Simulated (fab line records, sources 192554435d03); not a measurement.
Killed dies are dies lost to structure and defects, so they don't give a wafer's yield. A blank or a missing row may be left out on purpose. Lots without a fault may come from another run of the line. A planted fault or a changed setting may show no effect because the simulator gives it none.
Chamber matching | flow n5_finfet | N5_BEOL_M7_CURE_75 on uv_cure-01: 3 sister chambers
The step cures SiCOH lowk, time 120 s. 3 wafers are shown with their chamber, then 9 later ones without.

WAFERS WITH THEIR CHAMBER
wafer  | chamber | wafer_temp_C_max
L078.6 | 1       | 371.3
L079.6 | 0       | 372.7
L087.6 | 2       | 371.6

WAFERS WITHOUT THEIR CHAMBER
wafer  | wafer_temp_C_max
L087.2 | 371.1
L087.3 | 371.9
L087.5 | 371.7
L089.1 | 372.0
L089.2 | 371.2
L089.5 | 371.1
L096.2 | 371.4
L096.3 | 371.2
L096.6 | 371.8

WHICH CHAMBER EACH WENT THROUGH
wafer  | from the rows above          | in truth
L087.2 | can't be placed: 1 or 2      | 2
L087.3 | can't be placed: 2 or 1      | 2
L087.5 | can't be placed: 2 or 1      | 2
L089.1 | can't be placed: 2 or 0 or 1 | 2
L089.2 | can't be placed: 1 or 2      | 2
L089.5 | can't be placed: 1 or 2      | 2
L096.2 | can't be placed: 1 or 2      | 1
L096.3 | can't be placed: 1 or 2      | 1
L096.6 | can't be placed: 2 or 1      | 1
Placed correctly: 0 of 9. Can't be placed from these rows: 9 (the true chamber is among the candidates in 9). Placed wrongly: 0.
How it was worked out, from the rows above alone: a wafer's distance from a chamber is the root of the sum, over the readings, of the square of ((its reading less the chamber's mean) divided by the reading's scatter). The wafer belongs to the nearest chamber; if the next one is less than 2 further off, it can't be placed. A chamber's mean is the mean of its shown wafers. The scatter: with one shown wafer a chamber, the root of the mean of the squares of how far each hidden wafer lies from its nearest shown one.
